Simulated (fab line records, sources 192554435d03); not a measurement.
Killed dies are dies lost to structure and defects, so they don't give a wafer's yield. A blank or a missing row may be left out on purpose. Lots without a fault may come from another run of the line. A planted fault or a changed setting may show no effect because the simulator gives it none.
Chamber matching | flow n5_finfet | N5_BEOL_M14_STRIP_37 on rie_diel-06: 4 sister chambers
The step strips in O2. 22 wafers are shown with their chamber, then 11 later ones without.

WAFERS WITH THEIR CHAMBER
wafer  | chamber | throttle_valve_pct (%) | oes_product_au (a.u.) | showerhead_plenum_p_Torr (Torr)
L076.1 | 0       | 16.57                  | 0.89                  | 2.05
L076.2 | 2       | 16.33                  | 0.90                  | 2.06
L076.4 | 0       | 16.59                  | 0.87                  | 2.05
L079.2 | 2       | 16.39                  | 0.89                  | 2.05
L079.4 | 0       | 16.61                  | 0.87                  | 2.04
L079.5 | 0       | 16.60                  | 0.87                  | 2.04
L082.1 | 1       | 16.96                  | 0.70                  | 2.08
L082.4 | 0       | 16.62                  | 0.85                  | 2.04
L082.5 | 1       | 16.94                  | 0.70                  | 2.07
L084.1 | 1       | 16.92                  | 0.70                  | 2.08
L084.2 | 2       | 16.38                  | 0.87                  | 2.05
L084.3 | 0       | 16.63                  | 0.86                  | 2.04
L084.4 | 3       | 16.81                  | 0.72                  | 2.00
L084.5 | 1       | 16.95                  | 0.71                  | 2.08
L084.6 | 2       | 16.34                  | 0.87                  | 2.05
L088.1 | 0       | 16.63                  | 0.85                  | 2.04
L088.2 | 2       | 16.38                  | 0.85                  | 2.05
L088.3 | 1       | 16.99                  | 0.70                  | 2.07
L088.4 | 3       | 16.83                  | 0.72                  | 1.99
L088.5 | 0       | 16.63                  | 0.85                  | 2.04
L088.6 | 1       | 16.96                  | 0.71                  | 2.07
L091.2 | 3       | 16.88                  | 0.71                  | 1.99

SIGNATURES (means of the wafers above)
reading                  | chamber 0 | chamber 1 | chamber 2 | chamber 3 | scatter within a chamber
throttle_valve_pct       | 16.6100   | 16.9533   | 16.3640   | 16.8400   | 0.0254
oes_product_au           | 0.8638    | 0.7033    | 0.8760    | 0.7167    | 0.0131
showerhead_plenum_p_Torr | 2.0425    | 2.0750    | 2.0520    | 1.9933    | 0.00498
Rule: a wafer's distance from a chamber is the root of the sum, over the readings, of the square of ((its reading less the chamber's mean) divided by the reading's scatter). The wafer belongs to the nearest chamber; if the next one is less than 2 further off, it can't be placed. The scatter: the root of (the sum of the squares of (reading less its chamber's mean) over the shown wafers, divided by (wafers less chambers)).

WAFERS WITHOUT THEIR CHAMBER
wafer  | throttle_valve_pct (%) | oes_product_au (a.u.) | showerhead_plenum_p_Torr (Torr)
L091.4 | 16.97                  | 0.70                  | 2.07
L091.5 | 16.96                  | 0.69                  | 2.07
L095.3 | 16.68                  | 0.82                  | 2.03
L095.4 | 16.97                  | 0.70                  | 2.07
L095.5 | 16.86                  | 0.70                  | 1.99
L094.1 | 16.99                  | 0.69                  | 2.07
L094.2 | 16.88                  | 0.71                  | 1.99
L094.3 | 16.67                  | 0.83                  | 2.03
L094.4 | 16.88                  | 0.71                  | 1.99
L094.5 | 16.99                  | 0.70                  | 2.07
L094.6 | 16.67                  | 0.84                  | 2.03

WHICH CHAMBER EACH WENT THROUGH
wafer  | from the rows above | in truth
L091.4 | 1                   | 1
L091.5 | 1                   | 1
L095.3 | 0                   | 0
L095.4 | 1                   | 1
L095.5 | 3                   | 3
L094.1 | 1                   | 1
L094.2 | 3                   | 3
L094.3 | 0                   | 0
L094.4 | 3                   | 3
L094.5 | 1                   | 1
L094.6 | 0                   | 0
Placed correctly: 11 of 11. Can't be placed from these rows: 0. Placed wrongly: 0.
